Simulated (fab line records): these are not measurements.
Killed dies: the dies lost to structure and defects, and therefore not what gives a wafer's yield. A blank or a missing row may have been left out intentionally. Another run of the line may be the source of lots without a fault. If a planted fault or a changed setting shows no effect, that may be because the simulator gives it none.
fab line records	flow n5-finfet
record lots=4	wafers=12	last-day=16
route steps=1938 shown BEOL_M1@780 BEOL_M4@1111 PASSIVATION@1936
lots with no fault: from the same line, run without faults
start-h: hours from the record's first day to the start of the lot's first wafer shown	wait-h: hours elapsed since this lot's preceding step	" same as the row above	L1.1+2: several wafers, shown together as one row	- no value, or no start given	* or withheld: withheld	< > ~ a bound
route shown NAME@n: names a module that has steps shown in the file, with the first one's number in the route	usual: mean and standard deviation over wafers with no fault	same: alike in all rows	chamber/n: place in a boat	sites: each site's reading	_std_site: standard deviation of those values	_edge_site: inner sites' mean taken away from outer sites' mean	radius-mm: how far each site lies from the wafer's centre	mask NAME#n: copy n	behind: the most recent tool/chamber to have shaped the wafer	hold: why the lot was held/for how many hours/how that ended	device: whichever transistor did not switch (one of n, p or np)	end of line: tests run on the same wafers once the route is complete	a step without rows: its recipe alone	killed: dies that structure and defects cost at the first sort, which is not the same as the wafer's yield	map: the dies of a wafer, with x for killed, . for not killed, _ for no die there
set.NAME: the setting as run; set.NAME@STEP: as run at that earlier step	model.NAME: the simulator's own value behind a step, which no gauge read
certain route steps with their lots: each step a table, each wafer a row
services: the hour from which a tool's chamber was out of use, counted from the record's first day as start-h (under 0 if before that day), plus the number of hours and why
## steps
# step N5_BEOL_M1_COAT_22
# recipe resist=CAR-EUV	spin-rpm=1500	resist-thk-nm=30
# step N5_BEOL_M1_EBR_24
# recipe solvent=PGMEA	ebr-width-mm=1.5
# step N5_BEOL_M1_SOFTBAKE_23
# recipe temp-c=110	time-s=60	resist=CAR-EUV
# step N5_BEOL_M1_EXPOSE_25
# recipe mask-id=V0	na=0.33	source-shape=quasar	sigma-inner=0.2	sigma-outer=0.8	polarization=unpolarized	defocus-nm=5	target-cd-nm=24	dose-mj=63
# step N5_BEOL_M1_PEB_26
# recipe peb-temp-c=100	peb-time-s=60	resist=CAR-EUV
# step N5_BEOL_M1_DEVELOP_27
# recipe develop-time-s=30	developer=TMAH	resist=CAR-EUV	rinse-liquid=surfactant-rinse	dry=air-spin	dev-temp-c=23
# step N5_BEOL_M1_DESCUM_33
# recipe chemistry=O2	time-s=7	source-power-w=50	bias-power-w=20	pressure-mtorr=20	rf-frequency-hz=2.712e+07	temp-c=40	resist=CAR-EUV	o2-flow-sccm=225
# step N5_BEOL_M1_ETCH_77
# recipe chemistry=N2/H2	target=underlayer	target-depth-a=65	mask-material=CAR-EUV	time-s=5.2	ion-energy-ev=200	pressure-mtorr=30	source-w=840	bias-w=150	n2-flow-sccm=200	h2-flow-sccm=200	ends=cleared
# step N5_BEOL_M1_ETCH_69
# recipe chemistry=CF4	target=SiARC	target-depth-a=156	mask-material=CAR-EUV	time-s=26	ion-energy-ev=80	pressure-mtorr=40	source-w=545	bias-w=36	Ar_flow_sccm=100	cf4-flow-sccm=100	ends=cleared
# step N5_BEOL_M1_ALD_98
# recipe material=SiO2	target-thk-a=25	temp-c=100	ald-precursor-family=BDEAS	ald-co-reactant=O2-plasma	pulse-time-s=1	co-reactant-pulse-time-s=1	purge-time-s=2	co-reactant-purge-time-s=2	ald-cycles=17	pressure-torr=2
# usual ald-cycles=17/0	chamber-pressure-Torr=2.000/0.0043	heater-power-w=76/7.8	precursor-pulse-height-rel=1.000/0.019
lot.wafer	tool	chamber	start-h	wait-h	ald-cycles	chamber-pressure-Torr	heater-power-w	precursor-pulse-height-rel
L852.4	ald-sin-03	0	142.38	0.1	17	1.998	69	0.996
L852.5	"	0	"	"	17	1.988	68	0.988
L852.6	"	3	"	"	17	1.998	71	1.052
L857.2	ald-sin-03	0	176.54	0.1	-	-	-	-
L857.4	"	1	"	"	-	-	-	-
L857.5	"	3	"	"	-	-	-	-
L859.1	ald-sin-04	0	187.78	0.1	-	-	-	-
L859.2	"	2	"	"	-	-	-	-
L859.4	"	1	"	"	-	-	-	-
L866.1	ald-sin-03	3	226.61	0.1	17	1.999	74	1.025
L866.3	"	1	"	"	17	2.001	83	0.996
L866.6	"	2	"	"	17	2.003	89	0.996
# step N5_BEOL_M1_ETCHBACK_99
# recipe chemistry=CHF3	target=SiO2	target-depth-a=50	time-s=10.4	source-w=215	bias-w=47	Ar_flow_sccm=200	CHF3_flow_sccm=12	ion-energy-ev=100	pressure-mtorr=30
# step N5_BEOL_M1_ETCH_70
# recipe chemistry=N2/H2	target=SOC	target-depth-a=800	overetch-a=160	mask-material=SiARC	temp-c=40	time-s=120	ion-energy-ev=200	pressure-mtorr=30	source-w=840	bias-w=150	n2-flow-sccm=200	h2-flow-sccm=200
# step N5_BEOL_M1_STRIP_71
# recipe chemistry=N2/H2	temp-c=40	n2-flow-sccm=200	h2-flow-sccm=200	rf-frequency-hz=6e+07
# step N5_BEOL_M1_STRIP_78
# recipe chemistry=N2/H2	temp-c=40	n2-flow-sccm=200	h2-flow-sccm=200	rf-frequency-hz=6e+07
# step N5_BEOL_M1_VIA_ETCH_34
# recipe chemistry=C4F6/O2	target-depth-a=678	mask-material=SOC	pressure-mtorr=15	ion-energy-ev=250	taper-deg=4	time-s=64.4	source-w=350	bias-w=170	Ar_flow_sccm=300	C4F6_flow_sccm=10	O2_flow_sccm=10
# usual drypump-motor-current-A=5.8/0.47	mfc-ar-sccm=300.0/0.89	oes-product-au=0.75/0.06	rf-fwd-power-W=347.0/1.2	rf-vpp-V=668/11	showerhead-plenum-p-Torr=2.83/0.099	throttle-valve-pct=30.76/0.23
# same time-s=64.4
lot.wafer	tool	chamber	start-h	wait-h	drypump-motor-current-A	mfc-ar-sccm	oes-product-au	rf-fwd-power-W	rf-hours-counter-h	rf-vpp-V	showerhead-plenum-p-Torr	throttle-valve-pct	model.BEOL_M1.cd-nm
L852.4	rie-diel-02	3	147.71	0.0	5.9	299.8	0.70	346.1	188	665	2.71	30.64	18
L852.5	"	0	"	"	5.7	298.9	0.74	348.7	-	662	2.84	30.46	18
L852.6	"	3	"	"	5.9	297.7	0.71	346.1	-	664	2.71	30.66	18.2
L857.2	rie-diel-01	1	176.83	0.0	6.5	301.2	0.89	347.1	40	663	2.87	30.40	23
L857.4	"	3	"	"	5.0	299.8	0.71	345.4	195	668	2.72	30.94	22.6
L857.5	"	0	"	"	6.0	300.2	0.78	348.6	-	663	2.72	30.86	22.6
L859.1	rie-diel-01	0	190.36	0.0	6.0	300.0	0.79	347.2	152	662	2.72	30.87	23.2
L859.2	"	1	"	"	6.5	300.2	0.88	345.7	44	662	2.87	30.41	22.6
L859.4	"	2	"	"	6.0	301.2	0.72	347.1	188	691	2.95	30.96	22.6
L866.1	rie-diel-02	2	228.02	0.0	5.0	301.2	0.72	347.8	200	668	2.81	30.53	17.6
L866.3	"	1	"	"	6.2	301.2	0.71	346.2	204	665	2.94	30.81	17.8
L866.6	"	3	"	"	5.9	300.0	0.69	346.9	-	663	2.70	30.66	17.8
# step N5_BEOL_M1_STRIP_83
# recipe chemistry=C4F6/O2	resist=SiARC	rf-frequency-hz=6e+07
# step N5_BEOL_M4_RC_MEAS_101
# usual DIBL_N=36.0/1.6	DIBL_P=36.1/2	IOFF_N=0.160/0.029	IOFF_P=0.21/0.039	ION_N=675/13	ION_P=464/8.8	SS_N=71.5/0.58	SS_P=73.3/0.65	VT_N=250/3.3	VT_P=-249/3.6
lot.wafer	tool	chamber	start-h	wait-h	DIBL_N[mV/V]	DIBL_P[mV/V]	IOFF_N[nA/um]	IOFF_P[nA/um]	ION_N[uA/um]	ION_P[uA/um]	SS_N[mV/dec]	SS_P[mV/dec]	VT_N[mV]	VT_P[mV]
L852.4	prober-02	0	187.27	0.5	35.3	35.7	0.135	0.17	667	455	72.0	72.2	252	-256
L852.5	"	0	"	"	33.8	33.5	0.111	0.14	656	454	71.8	72.8	256	-258
L852.6	"	0	"	"	35.2	34.8	0.135	0.17	675	460	71.8	73.1	253	-254
L866.1	prober-01	0	268.08	0.0	35.8	36.9	0.169	0.20	693	470	71.8	73.4	248	-249
L866.3	"	0	"	"	36.0	37.0	0.182	0.21	694	475	71.1	73.8	245	-248
L866.6	"	0	"	"	36.5	38.0	0.188	0.21	694	474	71.4	73.8	247	-248
# step N5_PASSIVATION_PROBE_49
# usual defect-limited-yield=91.0/1.3	killed_at_M0_to_M3=36/9.5	killed_at_M4_up=14/5.6	killed-at-contacts=12/6.4	killed-at-front-end=40/10	killed-at-other=3.2/3	killed-dies=107/15	killed-on-rim=15/4.5	killed-open=69/12	killed-short=35/7.7	sort_bin_5_function=5.3/0.91	sort_bin_6_memory=3.3/0.65	sort-n-pass=1073/15	sort-yield-pct=91.0/1.3
# same gross-dies=1180	killed-at-back-side=0	sort_bin_4_leakage[%]=0	sort_bin_8_speed[%]=0
lot.wafer	tool	chamber	start-h	wait-h	defect-limited-yield[%]	killed_at_M0_to_M3	killed_at_M4_up	killed-at-contacts	killed-at-front-end	killed-at-other	killed-dies	killed-on-rim	killed-open	killed-short	sort_bin_5_function[%]	sort_bin_6_memory[%]	sort-n-pass	sort-yield-pct[%]
L852.4	prober-01	-	293.64	0.2	91.6	47	13	4	34	1	99	22	52	40	5.0	2.2	1081	91.6
L852.5	prober-01	-	293.69	0.2	92.5	34	9	5	33	8	89	16	53	31	4.3	2.7	1091	92.5
L852.6	prober-01	-	293.74	0.3	90.8	49	11	14	32	2	108	18	68	38	5.4	3.2	1072	90.8
L857.2	prober-02	-	335.80	0.1	0.2	1121	22	3	32	0	1178	151	58	29	4.8	2.6	2	0.2
L857.4	prober-02	-	335.90	0.2	0.7	1097	21	9	45	0	1172	149	66	42	4.7	4.3	8	0.7
L857.5	prober-02	-	335.95	0.2	0.2	1097	17	11	52	1	1178	152	75	38	6.5	2.8	2	0.2
L859.1	prober-01	-	346.27	0.0	0	1116	10	2	50	2	1180	152	55	31	3.7	3.2	0	0
L859.2	prober-01	-	346.32	0.1	0.3	1099	15	4	52	7	1177	150	53	26	4.2	2.5	3	0.3
L859.4	prober-01	-	346.42	0.2	0.2	1112	11	10	42	3	1178	150	57	36	4.5	3.1	2	0.2
# killed by level:class
L852.4 BEOL_M0_SAQP:geometric-particle:short=11 BEOL_M3:geometric-particle:open=9 BEOL_M2:geometric-particle:open=7 FIN_SAQP:geometric-particle:short=6 BEOL_M2:geometric-particle:short=6 HKMG_FIN:area-etch=6 BEOL_M0_SAQP:geometric-particle:open=5 BEOL_M1:geometric-particle:open=5
L852.5 BEOL_M3:geometric-particle:open=14 FIN_SAQP:geometric-particle:short=6 STI_FIN_REVEAL:geometric-particle:open=6 BEOL_M2:geometric-particle:open=6 FIN_SAQP:geometric-particle:open=4 MOL_CONTACT_COAG:geometric-particle:open=4 BEOL_M0_SAQP:geometric-particle:open=4 GATE_CUT:geometric-particle:short=3
L852.6 BEOL_M3:geometric-particle:open=11 MOL_CONTACT_COAG:geometric-particle:open=10 BEOL_M2:geometric-particle:open=10 FIN_SAQP:geometric-particle:open=9 FIN_SAQP:geometric-particle:short=9 BEOL_M0_SAQP:geometric-particle:open=8 BEOL_M0_SAQP:geometric-particle:short=7 BEOL_M4:geometric-particle:open=6
L857.2 BEOL_M1:area-etchback=1090 BEOL_M0_SAQP:geometric-particle:open=14 BEOL_M0_SAQP:geometric-particle:short=9 FIN_SAQP:geometric-particle:short=7 BEOL_M4:geometric-particle:open=6 STI_FIN_REVEAL:geometric-particle:open=6 BEOL_M3:geometric-particle:open=5 STARTING-WAFER:geometric-particle:short=5
L857.4 BEOL_M1:area-etchback=1062 BEOL_M0_SAQP:geometric-particle:short=10 BEOL_M0_SAQP:geometric-particle:open=8 BEOL_M1:geometric-particle:open=7 FIN_SAQP:geometric-particle:open=6 FIN_SAQP:geometric-particle:short=6 GATE_CUT:geometric-particle:short=6 GATE_CUT:geometric-particle:open=6
L857.5 BEOL_M1:area-etchback=1064 FIN_SAQP:geometric-particle:open=13 BEOL_M0_SAQP:geometric-particle:open=11 STI_FIN_REVEAL:geometric-particle:open=9 FIN_SAQP:geometric-particle:short=8 MOL_CONTACT_COAG:geometric-particle:open=8 BEOL_M0_SAQP:geometric-particle:short=8 BEOL_M3:geometric-particle:open=6
L859.1 BEOL_M1:area-etchback=1091 FIN_SAQP:geometric-particle:open=15 FIN_SAQP:geometric-particle:short=13 BEOL_M1:geometric-particle:open=9 BEOL_M4:geometric-particle:open=7 STI_FIN_REVEAL:geometric-particle:open=7 BEOL_M0_SAQP:geometric-particle:open=5 BEOL_M0_SAQP:geometric-particle:short=4
L859.2 BEOL_M1:area-etchback=1082 HKMG_FIN:area-etch=15 BEOL_M4:geometric-particle:open=10 BEOL_M1:geometric-particle:open=9 FIN_SAQP:geometric-particle:open=7 FIN_SAQP:geometric-particle:short=5 GATE_CUT:geometric-particle:short=4 MOL_CONTACT_COAG:geometric-particle:open=4
L859.4 BEOL_M1:area-etchback=1074 HKMG_FIN:area-etch=11 BEOL_M0_SAQP:geometric-particle:open=8 BEOL_M1:geometric-particle:open=7 MOL_CONTACT_COAG:geometric-particle:open=7 BEOL_M0_SAQP:geometric-particle:short=7 BEOL_M2:geometric-particle:open=7 FIN_SAQP:geometric-particle:short=6
# map L857.2 (x killed, . not)
_________________xxxxxxxxxxxx________________
______________xxxxxxxxxxxxxxxxxx_____________
___________xxxxxxxxxxxxxxxxxxxxxxxx__________
__________xxxxxxxxxxxxxxxxxxxxxxxxxx_________
________xxxxxxxxxxxxxxxxxxxxxxxxxxxxxx_______
_______xxxxxxxxxxxxxxxxxxxxxxxxxxxxxxxx______
______xxxxxxxxxxxxxxxxxxxxxxxxxxxxxxxxxx_____
_____xxxxxxxxxxxxxxxxxxxxxxxxxxxxxxxxxxxx____
____xxxxxxxxxxxxxxxxxxxxxxxxxxxxxxxxxxxxxx___
___xxxxxxxxxxxxxxxxxxxxxxxxxxxxxxxxxxxxxxxx__
___xxxxxxxxxxxxxxxxxxxxxxxxxxxxxxxxxxxxxxxx__
__xxxxxxxxxxxxxxxxxxxxxxxxxxxxxxxxxxxxxxxxxx_
__xxxxxxxxxxxxxxxxxxxxxxxxxxxxxxxxxxxxxxxxxx_
_xxxxxxxxxxxxxxxxxxxxxxxxxxxxxxxxxxxxxxxxxxxx
_xxxxxxxxxxxxxxxxxxxxxxxxxxxxxxxxxxxxxxxxxxxx
_xxxxxxxxxxxxxxxxxxxxxxxxxxxxxxxxxxxxxxxxxxxx
_.xxxxxxxxxxxxxxxxxxxxxxxxxxxxxxxxxxxxxxxxxxx
_xxxxxxxxxxxxxxxxxxxxxxxxxxxxxxxxxxxxxxxxxxxx
_xxxxxxxxxxxxxxxxxxxxxxxxxxxxxxxxxxxxxxxxxx.x
_xxxxxxxxxxxxxxxxxxxxxxxxxxxxxxxxxxxxxxxxxxxx
_xxxxxxxxxxxxxxxxxxxxxxxxxxxxxxxxxxxxxxxxxxxx
__xxxxxxxxxxxxxxxxxxxxxxxxxxxxxxxxxxxxxxxxxx_
__xxxxxxxxxxxxxxxxxxxxxxxxxxxxxxxxxxxxxxxxxx_
___xxxxxxxxxxxxxxxxxxxxxxxxxxxxxxxxxxxxxxxx__
___xxxxxxxxxxxxxxxxxxxxxxxxxxxxxxxxxxxxxxxx__
____xxxxxxxxxxxxxxxxxxxxxxxxxxxxxxxxxxxxxx___
_____xxxxxxxxxxxxxxxxxxxxxxxxxxxxxxxxxxxx____
______xxxxxxxxxxxxxxxxxxxxxxxxxxxxxxxxxx_____
_______xxxxxxxxxxxxxxxxxxxxxxxxxxxxxxxx______
________xxxxxxxxxxxxxxxxxxxxxxxxxxxxxx_______
__________xxxxxxxxxxxxxxxxxxxxxxxxxx_________
___________xxxxxxxxxxxxxxxxxxxxxxxx__________
______________xxxxxxxxxxxxxxxxxx_____________
_________________xxxxxxxxxxxx________________
# map L859.1 (x killed, . not)
_________________xxxxxxxxxxxx________________
______________xxxxxxxxxxxxxxxxxx_____________
___________xxxxxxxxxxxxxxxxxxxxxxxx__________
__________xxxxxxxxxxxxxxxxxxxxxxxxxx_________
________xxxxxxxxxxxxxxxxxxxxxxxxxxxxxx_______
_______xxxxxxxxxxxxxxxxxxxxxxxxxxxxxxxx______
______xxxxxxxxxxxxxxxxxxxxxxxxxxxxxxxxxx_____
_____xxxxxxxxxxxxxxxxxxxxxxxxxxxxxxxxxxxx____
____xxxxxxxxxxxxxxxxxxxxxxxxxxxxxxxxxxxxxx___
___xxxxxxxxxxxxxxxxxxxxxxxxxxxxxxxxxxxxxxxx__
___xxxxxxxxxxxxxxxxxxxxxxxxxxxxxxxxxxxxxxxx__
__xxxxxxxxxxxxxxxxxxxxxxxxxxxxxxxxxxxxxxxxxx_
__xxxxxxxxxxxxxxxxxxxxxxxxxxxxxxxxxxxxxxxxxx_
_xxxxxxxxxxxxxxxxxxxxxxxxxxxxxxxxxxxxxxxxxxxx
_xxxxxxxxxxxxxxxxxxxxxxxxxxxxxxxxxxxxxxxxxxxx
_xxxxxxxxxxxxxxxxxxxxxxxxxxxxxxxxxxxxxxxxxxxx
_xxxxxxxxxxxxxxxxxxxxxxxxxxxxxxxxxxxxxxxxxxxx
_xxxxxxxxxxxxxxxxxxxxxxxxxxxxxxxxxxxxxxxxxxxx
_xxxxxxxxxxxxxxxxxxxxxxxxxxxxxxxxxxxxxxxxxxxx
_xxxxxxxxxxxxxxxxxxxxxxxxxxxxxxxxxxxxxxxxxxxx
_xxxxxxxxxxxxxxxxxxxxxxxxxxxxxxxxxxxxxxxxxxxx
__xxxxxxxxxxxxxxxxxxxxxxxxxxxxxxxxxxxxxxxxxx_
__xxxxxxxxxxxxxxxxxxxxxxxxxxxxxxxxxxxxxxxxxx_
___xxxxxxxxxxxxxxxxxxxxxxxxxxxxxxxxxxxxxxxx__
___xxxxxxxxxxxxxxxxxxxxxxxxxxxxxxxxxxxxxxxx__
____xxxxxxxxxxxxxxxxxxxxxxxxxxxxxxxxxxxxxx___
_____xxxxxxxxxxxxxxxxxxxxxxxxxxxxxxxxxxxx____
______xxxxxxxxxxxxxxxxxxxxxxxxxxxxxxxxxx_____
_______xxxxxxxxxxxxxxxxxxxxxxxxxxxxxxxx______
________xxxxxxxxxxxxxxxxxxxxxxxxxxxxxx_______
__________xxxxxxxxxxxxxxxxxxxxxxxxxx_________
___________xxxxxxxxxxxxxxxxxxxxxxxx__________
______________xxxxxxxxxxxxxxxxxx_____________
_________________xxxxxxxxxxxx________________
## services
tool	chamber	start-h	hours	kind
rie-diel-02	1	163.00	10.2	repair
rie-diel-01	0	181.02	4.1	repair
ald-sin-03	2	204.26	4.2	repair
## key
first-sign step=N5_BEOL_M1_ALD_98	reading=tool-record	direction=missing
effect step=N5_PASSIVATION_PROBE_49	reading=killed_at_M0_to_M3	direction=up	sigmas=99+	usual=36	struck=1107
model-effect step=N5_BEOL_M1_VIA_ETCH_34	value=BEOL_M1.cd-nm	without=17.73	struck=22.77
more-kills-born-at N5_BEOL_M1_ETCHBACK_99@rie-diel-01=6463
met-at N5_BEOL_M1_ALD_98
struck-wafers L857.2,L857.4,L857.5,L859.1,L859.2,L859.4
later-rows-left-out L857.2,L857.4,L857.5,L859.1,L859.2,L859.4
baseline-loss step=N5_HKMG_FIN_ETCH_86	wafers=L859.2
onset-between 142.38 176.54
fault kind=skipped-step-whole	tool=ald-sin-03,ald-sin-04	chamber=-	onset-h=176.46	steps=N5_BEOL_M1_ALD_98	scope=struck-lots-only
# later-rows-left-out: the simulator's readings of these wafers behind a module that went badly wrong aren't trusted and aren't shown, but for the sort
# baseline-loss: these wafers lose ten dies or more at that step, a loss of the line's own and not of a fault; the sort's usual values leave them out
